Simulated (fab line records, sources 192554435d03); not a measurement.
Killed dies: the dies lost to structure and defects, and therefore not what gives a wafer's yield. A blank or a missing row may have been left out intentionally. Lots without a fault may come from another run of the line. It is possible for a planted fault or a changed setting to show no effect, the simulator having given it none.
fab line records    flow n5-finfet
record lots=7  wafers=20  last-day=18
route steps=1938 shown BEOL_M2@891 BEOL_M4@1111 PASSIVATION@1936
lots that met no fault: taken from a fault-free run of the same line
start-h: the number of hours between the record's first day and the start of the first shown wafer of the lot    wait-h: how many hours have passed since the lot's step before this one    " the same as in the row above    L1.1+2: a row that stands for several wafers    - either no value or no given start    * or withheld: withheld    < > ~ a bound
route shown NAME@n: a module of which the file shows steps, and the number in the route of the first    usual: mean and standard deviation over wafers with no fault    same: alike in all rows    chamber/n: place in a boat    sites: readings site by site    _std_site: the values' standard deviation    _edge_site: inner sites' mean taken away from outer sites' mean    radius-mm: how far each site lies from the wafer's centre    mask NAME#n: copy n    behind: the most recent tool/chamber to have shaped the wafer    hold: why the lot was held/for how many hours/how that ended    device: names the non-switching transistor (n, p or np)    end of line: at the end of the route, the tests of the same wafers    step lacking rows: just its recipe    killed: the dies lost at the first sort to structure and to defects; this is not the yield of the wafer    map: the dies of a wafer, with x for killed, . for not killed, _ for no die there
set.NAME: the setting the step ran with; set.NAME@STEP: the setting that earlier step ran with    model.NAME: the simulator's own value behind a step, which no gauge read
a table for each step, a row for each wafer; lots at some steps of the route
services: from which hour (start-h, from the record's first day; less than 0 if before it) a tool's chamber was out of use, for how many hours, and why
## steps
# step N5_BEOL_M2_ETCH_41
# recipe chemistry=CH3F/O2  target=SiCN  target-depth-a=299  taper-deg=2  time-s=52.5  ion-energy-ev=120  mask-material=TiN  pressure-mtorr=30  source-w=395  bias-w=75  Ar_flow_sccm=150  CH3F_flow_sccm=30  O2_flow_sccm=20
# usual drypump-motor-current-A=6.0/0.42  oes-product-au=0.80/0.08  rf-vpp-V=297.4/1.9  showerhead-plenum-p-Torr=2.01/0.086  throttle-valve-pct=16.32/0.24
lot.wafer  tool         chamber  start-h  wait-h  drypump-motor-current-A  oes-product-au  rf-hours-counter-h  rf-vpp-V  showerhead-plenum-p-Torr  throttle-valve-pct
L411.2     rie-diel-02  3        -        -       6.4                      0.89            37                  297.7     2.04                      16.25
L411.4     "            0        "        "       6.4                      0.73            -                   295.5     1.92                      16.47
L411.6     "            2        "        "       6.0                      0.81            -                   297.5     2.11                      16.23
L412.3     rie-diel-03  2        -        -       5.0                      0.70            191                 297.4     1.99                      16.35
L412.4     "            0        "        "       5.7                      0.70            231                 296.5     1.89                      16.51
L412.5     "            0        "        "       5.6                      0.70            -                   294.8     1.89                      16.51
L427.1     rie-diel-03  3        -        -       5.4                      0.80            81                  299.1     2.10                      16.04
L427.2     "            0        "        "       5.7                      0.98            4                   298.9     2.13                      16.11
L427.6     "            1        "        "       5.9                      0.79            -                   297.7     2.03                      16.64
L423.2     rie-diel-02  3        -        -       6.3                      0.85            72                  298.1     2.03                      16.32
L423.4     "            2        "        "       6.0                      0.78            166                 299.6     2.09                      16.33
L423.5     "            1        "        "       6.2                      0.86            -                   300.6     2.12                      16.06
L424.4     rie-diel-04  0        -        -       6.3                      0.89            40                  295.4     1.95                      16.01
L424.5     "            3        "        "       5.3                      0.85            -                   296.1     1.94                      16.03
L424.6     "            2        "        "       6.3                      0.70            -                   293.7     1.89                      16.82
L420.4     rie-diel-02  0        -        -       6.4                      0.70            223                 294.7     1.90                      16.58
L420.5     "            3        "        "       6.3                      0.84            -                   297.4     2.03                      16.32
L420.6     "            0        "        "       6.4                      0.70            -                   296.6     1.90                      16.57
L426.1     rie-diel-04  1        -        -       6.3                      0.86            76                  298.9     2.04                      16.42
L426.6     "            0        "        "       6.3                      0.89            -                   295.4     1.95                      15.99
# step N5_BEOL_M2_STRIP_97
# recipe chemistry=N2/H2  time-s=10  power-w=450  temp-c=40  pressure-mtorr=20  rf-frequency-hz=6e+07  bias-power-w=7  n2-flow-sccm=200  h2-flow-sccm=200
# usual drypump-motor-current-A=6.0/0.42  n2-flow-sccm=200.0/0.58  oes-product-au=0.80/0.08  rf-vpp-V=59.3/0.95  showerhead-plenum-p-Torr=2.55/0.11  throttle-valve-pct=23.65/0.28
lot.wafer  tool         chamber  start-h  wait-h  drypump-motor-current-A  n2-flow-sccm  oes-product-au  rf-hours-counter-h  rf-vpp-V  showerhead-plenum-p-Torr  throttle-valve-pct
L411.2     rie-diel-02  3        -        -       6.3                      200.2         0.91            37                  59.2      2.60                      23.96
L411.4     "            0        "        "       6.4                      199.7         0.74            -                   59.1      2.43                      23.93
L411.6     "            2        "        "       6.0                      200.2         0.81            -                   58.1      2.66                      23.41
L412.3     rie-diel-03  2        -        -       5.1                      199.5         0.73            191                 60.7      2.54                      23.96
L412.4     "            0        "        "       5.7                      199.3         0.71            231                 60.2      2.38                      23.73
L412.5     "            0        "        "       5.7                      199.8         0.70            -                   59.9      2.39                      23.74
L427.1     rie-diel-03  3        -        -       5.4                      200.6         0.80            81                  59.3      2.68                      23.46
L427.2     "            0        "        "       5.7                      201.0         1.00            4                   60.5      2.69                      23.45
L427.6     "            1        "        "       5.9                      200.3         0.81            -                   59.6      2.55                      23.57
L423.2     rie-diel-02  3        -        -       6.4                      200.7         0.84            72                  58.1      2.59                      24.00
L423.4     "            2        "        "       6.0                      199.4         0.76            166                 61.3      2.64                      23.46
L423.5     "            1        "        "       6.2                      200.4         0.85            -                   59.1      2.71                      23.57
L424.4     rie-diel-04  0        -        -       6.3                      200.0         0.89            40                  57.9      2.47                      23.21
L424.5     "            3        "        "       5.3                      199.6         0.84            -                   59.7      2.46                      23.13
L424.6     "            2        "        "       6.3                      199.4         0.69            -                   58.6      2.39                      23.93
L420.4     rie-diel-02  0        -        -       6.4                      199.4         0.70            223                 58.4      2.41                      23.99
L420.5     "            3        "        "       6.4                      199.5         0.85            -                   58.6      2.58                      24.00
L420.6     "            0        "        "       6.4                      199.5         0.70            -                   57.1      2.41                      24.00
L426.1     rie-diel-04  1        -        -       6.3                      200.5         0.85            76                  58.5      2.57                      23.49
L426.6     "            0        "        "       6.3                      201.1         0.89            -                   60.6      2.47                      23.20
# step N5_BEOL_M2_OCD_MEAS_38
# usual trench-depth-nm=55.6/1.3
lot.wafer  tool    chamber  start-h  wait-h  trench-depth-nm
L411.2     ocd-01  -        162.70   -       55.0
L411.4     "       -        "        "       55.7
L411.6     "       -        "        "       58.0
L412.3     ocd-01  -        168.10   -       53.2
L412.4     "       -        "        "       54.9
L412.5     "       -        "        "       55.9
L427.1     ocd-01  -        262.53   -       55.6
L427.2     "       -        "        "       56.3
L427.6     "       -        "        "       54.6
L423.2     ocd-02  -        263.01   -       54.8
L423.4     "       -        "        "       57.8
L423.5     "       -        "        "       55.4
L424.4     ocd-01  -        267.51   -       56.1
L424.5     "       -        "        "       56.0
L424.6     "       -        "        "       54.9
L420.4     ocd-01  -        273.12   -       55.1
L420.5     "       -        "        "       54.4
L420.6     "       -        "        "       55.7
L426.1     ocd-01  -        273.12   -       56.7
L426.6     "       -        "        "       56.6
# step N5_BEOL_M2_HM_STRIP_39
# recipe chemistry=peroxide-tin-strip  material=TiN  target-depth-a=250  temp-c=50  time-s=158
# step N5_BEOL_M2_SRD_40
# recipe time-s=30  temp-c=23  rinse-liquid=diw  dry=ipa-marangoni
# step N5_BEOL_M2_PRECLEAN_42
# recipe chemistry=residue-remover  time-s=60  temp-c=40
# step N5_BEOL_M2_SRD_43
# recipe time-s=30  temp-c=23  rinse-liquid=diw  dry=ipa-marangoni
# step N5_BEOL_M2_CD_MEAS_35
# recipe target-cd-nm=18  target-cd-y-nm=22.2  polarity=opening
# usual cd-nm=18.1/0.32
lot.wafer  tool       chamber  start-h  wait-h  cd-nm
L411.2     cd-sem-02  -        162.85   0.0     17.8
L411.4     "          -        "        "       17.8
L411.6     "          -        "        "       18.0
L412.3     cd-sem-02  -        168.25   0.0     17.8
L412.4     "          -        "        "       18.0
L412.5     "          -        "        "       17.4
L427.1     cd-sem-03  -        262.68   0.0     17.8
L427.2     "          -        "        "       18.0
L427.6     "          -        "        "       18.0
L423.2     cd-sem-02  -        263.16   0.0     18.6
L423.4     "          -        "        "       18.2
L423.5     "          -        "        "       17.7
L424.4     cd-sem-01  -        267.66   0.0     18.2
L424.5     "          -        "        "       18.0
L424.6     "          -        "        "       18.3
L420.4     cd-sem-01  -        273.27   0.0     18.1
L420.5     "          -        "        "       17.3
L420.6     "          -        "        "       17.3
L426.1     cd-sem-03  -        273.27   0.0     18.0
L426.6     "          -        "        "       18.5
# step N5_BEOL_M2_DEGAS_44
# recipe ambient=vacuum  temp-c=250  time-s=60
# step N5_BEOL_M2_PRE_CLEAN_45
# recipe gas=H2/He  time-s=30  temp-c=250
# step N5_BEOL_M2_ALD_84
# recipe material=TaN  target-thk-a=*  temp-c=275  ald-precursor-family=PDMAT  ald-co-reactant=NH3  pressure-torr=3  carrier-flow-sccm=1500  pulse-time-s=2  purge-time-s=3  co-reactant-purge-time-s=2  co-reactant-pulse-time-s=3  ald-cycles=30  precursor-vessel-temp-c=75  precursor-vessel-pressure-torr=26.25  precursor-vessel-carrier-sccm=1000
# usual heater-power-w=411/51  precursor-vessel-carrier-sccm=999.6/2.8
lot.wafer  tool          chamber  start-h  wait-h  heater-power-w  precursor-vessel-carrier-sccm  since-wet-clean-h
L411.2     ald-metal-04  3        162.99   0.0     359             999.0                          4441
L411.4     "             3        "        "       353             996.8                          -
L411.6     "             0        "        "       447             1005.7                         -
L412.3     ald-metal-04  3        168.57   0.0     359             996.0                          4447
L412.4     "             1        "        "       449             999.9                          4447
L412.5     "             3        "        "       354             998.7                          -
L427.1     ald-metal-04  0        263.17   0.0     437             1002.8                         4541
L427.2     "             2        "        "       345             997.1                          4541
L427.6     "             2        "        "       344             1003.0                         -
L423.2     ald-metal-04  1        263.77   0.1     454             1000.2                         4542
L423.4     "             2        "        "       347             999.2                          4542
L423.5     "             0        "        "       442             1001.2                         -
L424.4     ald-metal-03  0        269.59   0.0     361             998.3                          1471
L424.5     "             0        "        "       370             999.8                          -
L424.6     "             3        "        "       405             1004.4                         -
L420.4     ald-metal-02  1        273.75   0.0     379             1000.3                         3014
L420.5     "             1        "        "       373             1000.2                         -
L420.6     "             0        "        "       415             1001.5                         -
L426.1     ald-metal-02  1        275.50   0.3     376             999.6                          3015
L426.6     "             3        "        "       366             999.8                          -
# step N5_BEOL_M2_SURFACE_TREAT_85
# recipe gas=Ar  time-s=*  ion-energy-ev=*  ion-current-ma-cm2=0.5  pressure-mtorr=*  ar-flow-sccm=30
# usual throttle-valve-pct=*
lot.wafer  tool            chamber  start-h  wait-h  throttle-valve-pct
L411.2     pvd-sputter-01  -        163.22   0.1     *
L411.4     "               -        "        "       *
L411.6     "               -        "        "       *
L412.3     pvd-sputter-01  -        168.89   0.2     *
L412.4     "               -        "        "       *
L412.5     "               -        "        "       *
L427.1     pvd-sputter-02  -        263.45   0.2     *
L427.2     "               -        "        "       *
L427.6     "               -        "        "       *
L423.2     pvd-sputter-01  -        265.69   1.8     *
L423.4     "               -        "        "       *
L423.5     "               -        "        "       *
L424.4     pvd-sputter-02  -        269.97   0.3     *
L424.5     "               -        "        "       *
L424.6     "               -        "        "       *
L420.4     pvd-sputter-03  -        275.13   1.3     *
L420.5     "               -        "        "       *
L420.6     "               -        "        "       *
L426.1     pvd-sputter-02  -        275.91   0.3     *
L426.6     "               -        "        "       *
# step N5_BEOL_M2_CVD_47
# recipe material=Co  target-thk-a=30  temp-c=withheld  precursor=CCTBA/H2  pressure-torr=30  time-s=223.8
# usual run-length-s=246.6/0.31
lot.wafer  tool       chamber  start-h  wait-h  run-length-s  since-wet-clean-h
L411.2     cvd-co-02  2        163.32   0.1     246.7         464
L411.4     "          1        "        "       246.5         -
L411.6     "          2        "        "       246.9         -
L412.3     cvd-co-01  1        168.97   0.1     246.1         1148
L412.4     "          0        "        "       246.4         -
L412.5     "          2        "        "       247.1         -
L427.1     cvd-co-02  2        263.51   0.0     246.6         564
L427.2     "          1        "        "       246.4         124
L427.6     "          0        "        "       246.3         -
L423.2     cvd-co-01  2        265.75   0.0     250.9         348
L423.4     "          2        "        "       246.6         -
L423.5     "          0        "        "       246.4         -
L424.4     cvd-co-02  1        270.11   0.1     246.9         -
L424.5     "          2        "        "       246.8         -
L424.6     "          0        "        "       246.4         -
L420.4     cvd-co-01  2        275.28   0.1     246.4         -
L420.5     "          0        "        "       246.4         -
L420.6     "          1        "        "       251.1         -
L426.1     cvd-co-01  2        276.05   0.1     246.6         358
L426.6     "          1        "        "       251.1         -
# step N5_BEOL_M2_SPUTTER_48
# recipe material=Cu  target-thk-a=45  temp-c=-20  chamber-pressure-pa=0.07  power-w=withheld  time-s=8.29
# usual throttle-valve-pct=29.7/1
lot.wafer  tool            chamber  start-h  wait-h  throttle-valve-pct
L411.2     pvd-sputter-01  -        165.30   1.9     30.4
L411.4     "               -        "        "       30.4
L411.6     "               -        "        "       30.3
L412.3     pvd-sputter-01  -        169.13   0.1     31.3
L412.4     "               -        "        "       30.1
L412.5     "               -        "        "       30.0
L427.1     pvd-sputter-02  -        263.69   0.1     29.3
L427.2     "               -        "        "       30.5
L427.6     "               -        "        "       28.2
L423.2     pvd-sputter-01  -        265.95   0.1     30.1
L423.4     "               -        "        "       30.2
L423.5     "               -        "        "       30.3
L424.4     pvd-sputter-03  -        270.25   0.1     31.0
L424.5     "               -        "        "       28.4
L424.6     "               -        "        "       31.2
L420.4     pvd-sputter-03  -        275.45   0.1     30.8
L420.5     "               -        "        "       31.0
L420.6     "               -        "        "       29.4
L426.1     pvd-sputter-02  -        276.31   0.2     30.6
L426.6     "               -        "        "       30.6
# step N5_BEOL_M4_RC_MEAS_101
# usual DIBL_N=36.3/1.9  DIBL_P=36.0/2.1  IOFF_N=0.16/0.031  IOFF_P=0.21/0.035  ION_N=675/14  ION_P=464/8.5  SS_N=71.5/0.6  SS_P=73.3/0.72  VT_N=250/3.2  VT_P=-250/3.1
lot.wafer  tool       chamber  start-h  wait-h  DIBL_N[mV/V]  DIBL_P[mV/V]  IOFF_N[nA/um]  IOFF_P[nA/um]  ION_N[uA/um]  ION_P[uA/um]  SS_N[mV/dec]  SS_P[mV/dec]  VT_N[mV]  VT_P[mV]
L411.2     prober-02  0        186.20   0.2     35.7          36.1          0.15           0.20           679           466           71.0          73.9          252       -252
L411.4     "          0        "        "       38.5          39.5          0.18           0.25           674           465           72.0          74.8          252       -247
L411.6     "          0        "        "       34.7          35.2          0.13           0.19           660           457           71.1          73.1          252       -255
L412.3     prober-01  0        192.98   0.3     35.8          36.9          0.16           0.24           680           471           71.8          73.4          251       -249
L412.4     "          0        "        "       33.1          33.2          0.13           0.19           672           468           71.0          72.2          251       -248
L412.5     "          0        "        "       34.9          36.5          0.16           0.25           676           469           70.9          73.0          249       -244
L427.1     prober-01  0        289.37   0.0     38.2          40.3          0.19           0.22           681           458           71.8          74.0          248       -253
L427.2     "          0        "        "       36.4          38.6          0.17           0.20           702           473           72.0          73.6          248       -253
L427.6     "          0        "        "       36.3          37.3          0.16           0.18           688           464           71.4          73.4          247       -255
L423.2     prober-02  0        295.45   0.2     34.9          34.0          0.13           0.17           667           461           71.4          73.6          251       -250
L423.4     "          0        "        "       37.8          38.2          0.19           0.25           690           475           71.7          74.8          247       -247
L423.5     "          0        "        "       38.5          38.7          0.20           0.25           696           476           72.1          74.2          244       -245
L424.4     prober-01  0        313.87   0.5     39.4          36.5          0.20           0.22           678           456           71.4          72.8          248       -252
L424.5     "          0        "        "       39.2          36.7          0.18           0.22           679           464           71.8          73.6          252       -252
L424.6     "          0        "        "       38.0          36.6          0.16           0.22           673           461           71.7          74.1          251       -248
L420.4     prober-02  0        320.52   0.5     36.7          36.3          0.15           0.21           676           460           72.0          73.5          252       -249
L420.5     "          0        "        "       36.8          37.2          0.16           0.22           674           461           71.2          73.9          251       -254
L420.6     "          0        "        "       34.8          34.3          0.12           0.18           658           454           71.0          72.8          255       -253
L426.1     prober-01  0        320.86   0.0     35.8          37.3          0.17           0.23           676           462           71.7          73.7          249       -248
L426.6     "          0        "        "       36.2          37.6          0.18           0.25           681           469           71.6          74.3          246       -246
# step N5_PASSIVATION_PROBE_49
# usual defect-limited-yield=91.0/1.5  killed_at_M0_to_M3=32/9.6  killed_at_M4_up=13/4.7  killed-at-contacts=13/7.2  killed-at-front-end=44/13  killed-at-other=4/3.4  killed-dies=106/18  killed-on-rim=14/4.2  killed-open=70/13  killed-short=35/8  sort_bin_5_function=5.3/0.97  sort_bin_6_memory=3.4/0.73  sort-n-pass=1074/18  sort-yield-pct=91.0/1.5
# same gross-dies=1180  killed-at-back-side=0  sort_bin_4_leakage[%]=0  sort_bin_8_speed[%]=0
lot.wafer  tool       chamber  start-h  wait-h  defect-limited-yield[%]  killed_at_M0_to_M3  killed_at_M4_up  killed-at-contacts  killed-at-front-end  killed-at-other  killed-dies  killed-on-rim  killed-open  killed-short  sort_bin_5_function[%]  sort_bin_6_memory[%]  sort-n-pass  sort-yield-pct[%]
L412.3     prober-02  -        272.74   0.1     92.7                     39                  9                4                   32                   2                86           10             56           27            4.0                     2.9                   1094         92.7
L412.4     prober-02  -        272.79   0.2     91.3                     30                  13               17                  40                   3                103          12             71           28            4.8                     3.6                   1077         91.3
L412.5     prober-02  -        272.84   0.2     89.6                     46                  10               10                  47                   10               123          20             84           34            5.6                     4.3                   1057         89.6
L426.1     prober-01  -        432.84   0.1     90.5                     29                  16               22                  43                   2                112          11             73           38            5.9                     3.3                   1068         90.5
L420.5     prober-01  -        442.47   0.2     91.4                     49                  16               4                   31                   2                102          12             78           24            4.9                     3.5                   1078         91.4
# killed by level:class
L412.3 BEOL_M2:geometric-particle:open=10 FIN_SAQP:geometric-particle:short=8 BEOL_M0_SAQP:geometric-particle:short=7 BEOL_M0:geometric-particle:open=6 BEOL_M0_SAQP:geometric-particle:open=6 BEOL_M1:geometric-particle:open=6 DUMMY_GATE:geometric-particle:open=4 FIN_SAQP:geometric-particle:open=4
L412.4 MOL_CONTACT_COAG:geometric-particle:open=12 FIN_SAQP:geometric-particle:open=11 BEOL_M4:geometric-particle:open=10 FIN_SAQP:geometric-particle:short=8 BEOL_M2:geometric-particle:open=7 STI_FIN_REVEAL:geometric-particle:open=6 GATE_CUT:geometric-particle:open=5 MOL_CONTACT_COAG:geometric-particle:short=5
L412.5 BEOL_M2:geometric-particle:open=18 BEOL_M0_SAQP:geometric-particle:open=12 FIN_SAQP:geometric-particle:open=11 FIN_SAQP:geometric-particle:short=10 MOL_CONTACT_COAG:geometric-particle:open=8 BEOL_M3:geometric-particle:open=6 GATE_CUT:geometric-particle:open=5 GATE_CUT:geometric-particle:short=5
L426.1 MOL_CONTACT_COAG:geometric-particle:open=18 FIN_SAQP:geometric-particle:short=12 BEOL_M4:geometric-particle:open=9 BEOL_M2:geometric-particle:open=7 BEOL_M0_SAQP:geometric-particle:open=6 FIN_SAQP:geometric-particle:open=5 DUMMY_GATE:geometric-particle:open=5 BEOL_M1:geometric-particle:open=5
L420.5 BEOL_M0_SAQP:geometric-particle:open=11 BEOL_M2:geometric-particle:open=10 BEOL_M4:geometric-particle:open=9 FIN_SAQP:geometric-particle:open=8 BEOL_M1:geometric-particle:open=8 BEOL_M3:geometric-particle:open=6 FIN_SAQP:geometric-particle:short=5 BEOL_M0_SAQP:geometric-particle:short=5
## services
tool            chamber  start-h  hours  kind
rie-diel-04     -        153.03   28.1   pm
ald-metal-04    2        159.14   6.5    repair
ald-metal-03    -        161.14   1.1    repair
rie-diel-02     1        162.01   21.4   repair
ald-metal-04    2        176.51   6.2    repair
cvd-co-01       -        177.96   0.5    repair
rie-diel-02     3        179.16   26.0   repair
cvd-co-02       -        180.74   0.7    repair
rie-diel-04     -        181.13   14.6   pm
ald-metal-02    0        184.41   9.5    repair
cvd-co-01       0        228.17   7.7    repair
rie-diel-03     0        229.05   -      clean
rie-diel-03     0        229.05   -      consumable-replace:focus-ring
rie-diel-03     0        229.05   -      consumable-replace:showerhead
rie-diel-03     0        229.05   21.1   scheduled-down
rie-diel-03     0        229.05   21.1   vent-cycle
rie-diel-03     -        246.82   1.1    repair
rie-diel-04     0        253.23   8.6    repair
pvd-sputter-01  -        273.00   6.9    repair
rie-diel-04     -        273.54   1.3    repair
## key
first-sign step=N5_BEOL_M2_CVD_47  reading=run-length-s  direction=up  sigmas=14  usual=*  struck=*
effect none on later readings
met-at N5_BEOL_M2_CVD_47
struck-wafers L420.6,L423.2,L426.6
onset-between 168.97 265.75
fault kind=process-parameter-drift  tool=cvd-co-01  chamber=-  onset-h=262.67  steps=N5_BEOL_M2_CVD_47  channel=time-s  offset=*  shape=step  end-h=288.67  scope=struck-wafers-only  acts-in=*  stated=*
